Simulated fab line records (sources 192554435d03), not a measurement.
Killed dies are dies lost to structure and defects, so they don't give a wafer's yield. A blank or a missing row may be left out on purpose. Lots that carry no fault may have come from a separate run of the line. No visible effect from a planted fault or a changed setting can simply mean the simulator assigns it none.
Which of the tools did it? ; flow n5Finfet ; 9 lots with 27 wafers sampled at 2 steps, on a route of 1938 steps

## WHAT THE GAUGES READ, wafer by wafer
N5_BEOL_M2_CD_MEAS_11 targets a cd of 16.79 nm.
lot;measured;on;cdNm (nm)
L849;day 6 09:35;cdSem-03;16.64 17.08 16.78
L850;day 6 16:02;cdSem-01;17.19 16.56 16.59
L853;day 7 12:50;cdSem-03;16.37 16.74 16.39
L856;day 8 07:53;cdSem-02;17.05 16.74 16.68
L860;day 9 08:51;cdSem-01;16.82 16.84 16.47
L866;day 10 19:53;cdSem-03;16.77 16.92 16.65
L868;day 11 13:45;cdSem-02;16.74 16.59 16.66
L872;day 12 05:40;cdSem-02;16.68 16.82 16.71
L871;day 12 14:02;cdSem-02;16.37 16.59 16.69

## TOOL THAT RAN EACH LOT (tool first, then ch and the chambers of the sampled wafers, then the start)
lot;N5_BEOL_M2_PECVD_72
L849;pecvd-02 ch 0,1,2, day 6 08:39
L850;pecvd-03 ch 0,1,2, day 6 15:33
L853;pecvd-03 ch 0,1, day 7 12:08
L856;pecvd-02 ch 0,1, day 8 06:58
L860;pecvd-02 ch 0,1, day 9 08:14
L866;pecvd-03 ch 0,1, day 10 16:41
L868;pecvd-03 ch 0,1,2, day 11 12:45
L872;pecvd-01 ch 0,1, day 12 04:38
L871;pecvd-03 ch 0,1, day 12 12:58
- N5_BEOL_M2_PECVD_72: deposits SiO2 from TEOS/O2, target thk 16 nm, time 18 s.

## THE ANSWER, worked out from the rows above alone
Rule: what is usual is taken from the lots themselves. The widest of any qualifying gaps counts: lots, ordered by their means at a reading, are off when they make up no more than a third of the lots, leave a main group of 4 or more, and stand apart from it by 3 or more times the standard deviation of that group's means. A main group whose means are all the same, to the digits that the tables above print for the reading, isn't used. Also off: a lot with no number at a reading for which 4 or more lots have one. The other lots that the step has rows for count as sound.
Nothing can be told from this: no lot is off at any reading shown.

## WHAT HAD BEEN PUT IN BY THE SIMULATOR
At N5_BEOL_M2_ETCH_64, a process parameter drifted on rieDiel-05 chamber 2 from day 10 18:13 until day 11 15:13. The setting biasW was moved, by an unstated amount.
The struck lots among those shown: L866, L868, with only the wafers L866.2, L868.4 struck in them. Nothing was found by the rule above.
